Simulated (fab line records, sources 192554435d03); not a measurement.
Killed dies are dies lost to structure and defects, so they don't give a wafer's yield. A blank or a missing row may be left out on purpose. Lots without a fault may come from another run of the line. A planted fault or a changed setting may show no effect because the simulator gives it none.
Problem report in the 8D (eight disciplines) form, filled by code | flow n5_finfet | the parts of the form that need people (team, actions taken, sign-off) are left out

1. THE PROBLEM
IOFF_N_LONG at N5_BEOL_M4_RC_MEAS_101 reads a mean of 1.04e-04 nA/um on 3 wafers of 3 lots; wafers without a fault read 5.73e-05 nA/um with a standard deviation of 2.5e-06. That is +19 standard deviations from the usual mean.
First seen on wafer L266.4, day 11 02:43, on prober-02. The record holds 27 wafers of 9 lots with a number at this step. Rule for "out", or "out of limits": more than 4 standard deviations from the usual mean. The other wafers with a number count as sound.

2. WHAT IT IS AND WHAT IT IS NOT
question                    | is                                                                     | is not
which readings at this step | IOFF_N_LONG, IOFF_N, IOFF_N_85C, IOFF_N_LIN, VT_N, VT_N_LONG, VT_N_LVT | DIBL_N, DIBL_P, IOFF_P, ION_P, SS_N, SS_P, VT_P
which lots                  | L265, L266, L267                                                       | L260, L262, L263, L273, L274, L275
which wafers of those lots  | L265.4, L266.4, L267.5                                                 | L265.2, L265.5, L266.3, L266.6, L267.2, L267.6
read on which gauges        | prober-01, prober-02                                                   | -
when                        | from day 11 02:43                                                      | up to then (11 sound wafers); but 13 sound wafers of L265, L267, L273, L274, L275 came after

3. SUSPECTS, AND WHAT RULES EACH OUT
Counting: a tool at a process step up to the reading stays a suspect if it ran every lot that is out. Sound lots after the first of them don't rule it out here, since some wafers of a struck lot are sound.
- the gauge at N5_BEOL_M4_RC_MEAS_101: ruled out. The wafers that are out were read on 2 gauges (prober-01, prober-02).
- ald_metal-02 at N5_HKMG_FIN_ALD_91 (deposits TiN, target thk 1 nm, pulse time 1 s, purge time 3 s): kept. It ran every lot that is out, first L265 (day 7 14:53); its last sound lot up to then is L263 (day 7 03:55). Its own readings are out on those wafers: susceptor_temp_C.
- Within ald_metal-02 at N5_HKMG_FIN_ALD_91: the wafers that are out ran in chamber 3; their sound lot-mates ran in chambers 0, 2.
Left after counting: ald_metal-02 at N5_HKMG_FIN_ALD_91.

4. THE CAUSE (what the simulator had put in)
Process parameter drift: ald_metal-02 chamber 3, from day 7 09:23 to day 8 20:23, at N5_HKMG_FIN_ALD_91. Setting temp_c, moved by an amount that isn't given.
Counting left only this tool.

5. THE CHAIN OF EFFECTS, in route order
Each row: a reading whose mean over the struck wafers that have a number lies more than 3 standard deviations from the usual. Only readings for which the record gives a usual standard deviation are gone through. hours: the time from each lot's start at the first step in this table that gives one to its start at this step, as a median over the lots. sigmas: the change in usual standard deviations.
hours | step                   | reading          | usual          | on struck wafers | change    | sigmas
0     | N5_HKMG_FIN_ALD_91     | susceptor_temp_C | 400.03 C       | 356.86           | -43.17    | -99 or more
86    | N5_BEOL_M4_RC_MEAS_101 | IOFF_N           | 0.162 nA/um    | 0.352            | +0.190    | +7.9
86    | N5_BEOL_M4_RC_MEAS_101 | IOFF_N_85C       | 3.2 nA/um      | 6.0              | +2.8      | +7.2
86    | N5_BEOL_M4_RC_MEAS_101 | IOFF_N_LIN       | 0.075 nA/um    | 0.160            | +0.085    | +9.3
86    | N5_BEOL_M4_RC_MEAS_101 | IOFF_N_LONG      | 5.73e-05 nA/um | 1.04e-04         | +4.70e-05 | +19
86    | N5_BEOL_M4_RC_MEAS_101 | ION_N            | 674 uA/um      | 720              | +46       | +4.6
86    | N5_BEOL_M4_RC_MEAS_101 | VT_N             | 249.4 mV       | 228.3            | -21.1     | -7.3
86    | N5_BEOL_M4_RC_MEAS_101 | VT_N_LONG        | 273.9 mV       | 252.8            | -21.1     | -12
86    | N5_BEOL_M4_RC_MEAS_101 | VT_N_LVT         | 98.1 mV        | 77.9             | -20.2     | -7.5
The process steps in it:
- N5_HKMG_FIN_ALD_91: deposits TiN, target thk 1 nm, pulse time 1 s, purge time 3 s.

6. WHAT WOULD HAVE CAUGHT IT SOONER
In this record the first reading out of limits at a measuring or inspecting step was taken at day 11 02:43, 89 hours after the fault began at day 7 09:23.
The tool's own readings at N5_HKMG_FIN_ALD_91 were out on every struck wafer that the step has a row for (susceptor_temp_C): an alarm limit on them would have fired on the first of those.
All the lots that are out (3) had begun N5_HKMG_FIN_ALD_91 on ald_metal-02 by day 11 02:43. A hold on the tool at that time would have spared none of them.
